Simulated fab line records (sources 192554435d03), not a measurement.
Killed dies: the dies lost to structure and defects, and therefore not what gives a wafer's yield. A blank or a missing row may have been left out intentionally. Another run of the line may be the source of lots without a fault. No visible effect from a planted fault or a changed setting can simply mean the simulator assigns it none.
The same fault as seen by 2 desks + flow n5 finfet + each desk holds nothing but its own numbers, with what lay behind them at the end
Where a reading is given only as a bound, like >300, the bound stands for it, and a mean or a difference that rests on one is marked > or <: the true number lies beyond.

METROLOGY DESK
What the gauges read for every lot (on any tool): the sampled wafers with a number, averaged. A lot is out of limits, marked OUT, if its mean lies more than 4 standard deviations from the usual mean; the brackets give that distance. Readings shown: 7 of its 10, picked as those furthest out on some lot.
Columns: A = DIBL_N at N5_BEOL_M4_RC_MEAS_101, usual 37.7 mV/V; B = IOFF_P at N5_BEOL_M4_RC_MEAS_101, usual 0.23 nA/um; C = ION_N at N5_BEOL_M4_RC_MEAS_101, usual 681 uA/um; D = ION_P at N5_BEOL_M4_RC_MEAS_101, usual 463 uA/um; E = SS_P at N5_BEOL_M4_RC_MEAS_101, usual 73.6 mV/dec; F = VT_N at N5_BEOL_M4_RC_MEAS_101, usual 248 mV; G = VT_P at N5_BEOL_M4_RC_MEAS_101, usual -249 mV
| lot  | first seen here | A    | B    | C   | D   | E    | F   | G    |
|------|-----------------|------|------|-----|-----|------|-----|------|
| L889 | day 12 07:17    | 38.4 | 0.28 | 677 | 465 | 73.2 | 247 | -243 |
| L896 | day 13 10:34    | 39.4 | 0.24 | 674 | 457 | 73.9 | 248 | -249 |
| L895 | day 13 17:27    | 37.8 | 0.24 | 689 | 469 | 74.7 | 247 | -249 |
| L904 | day 15 08:53    | 38.7 | 0.25 | 682 | 472 | 73.9 | 247 | -247 |
| L907 | day 16 00:22    | 38.2 | 0.22 | 674 | 461 | 73.7 | 247 | -250 |
| L909 | day 17 01:41    | 35.8 | 0.18 | 669 | 456 | 72.9 | 251 | -254 |
| L910 | day 17 01:52    | 36.8 | 0.20 | 678 | 462 | 73.5 | 249 | -249 |
| L911 | day 17 05:06    | 38.0 | 0.25 | 684 | 466 | 73.4 | 246 | -248 |
This desk's finding: nothing out of limits on any of the 8 lots.

THE DEFECT DESK
For each lot, the counts of the inspections along the route, averaged over the sampled wafers that have a number. A lot is out of limits, marked OUT, if its mean lies more than 4 standard deviations from the usual mean; the brackets give that distance.
Columns: A = raw defect count at N5_SD_EPI_N_INSPECT_26, usual 210; B = raw defect count at N5_SD_EPI_P_INSPECT_11, usual 2.3; C = raw defect count at N5_SD_EPI_P_INSPECT_26, usual 177
| lot  | first seen here | A             | B                      | C             |
|------|-----------------|---------------|------------------------|---------------|
| L889 | day 3 07:38     | 221           | 1.7                    | 184           |
| L895 | day 4 20:32     | 867 (+13) OUT | >300 (+99 or more) OUT | 820 (+15) OUT |
| L896 | day 5 04:43     | 766 (+11) OUT | >300 (+99 or more) OUT | 743 (+13) OUT |
| L904 | day 6 23:40     | 251           | 1.3                    | 174           |
| L907 | day 7 16:50     | 235           | 2.3                    | 172           |
| L909 | day 8 08:02     | 258           | 3.0                    | 221           |
| L910 | day 8 15:50     | 208           | 1.3                    | 188           |
| L911 | day 8 17:02     | 203           | 2.3                    | 191           |
This desk's verdict: out of limits on L895, L896, starting with L895 at day 4 20:32 (raw defect count at N5_SD_EPI_N_INSPECT_26). L889, L904, L907, L909, L910, L911 stayed within limits.

TAKEN TOGETHER
The defect desk could have raised an alarm at day 4 20:32, on L895, L896.
Nothing out of limits was seen by the metrology desk.
The metrology desk holds a record of L895, L896, inside its limits.
N5_SD_EPI_N_PRECLEAN_49 was run on remote plasma-02 by each of the lots named.

WHAT THE SIMULATOR HAD INSERTED
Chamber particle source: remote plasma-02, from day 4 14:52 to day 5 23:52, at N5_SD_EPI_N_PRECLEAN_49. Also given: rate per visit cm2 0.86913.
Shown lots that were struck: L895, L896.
Hours from the fault's start to each desk's first reading out of limits: the defect desk, 6.
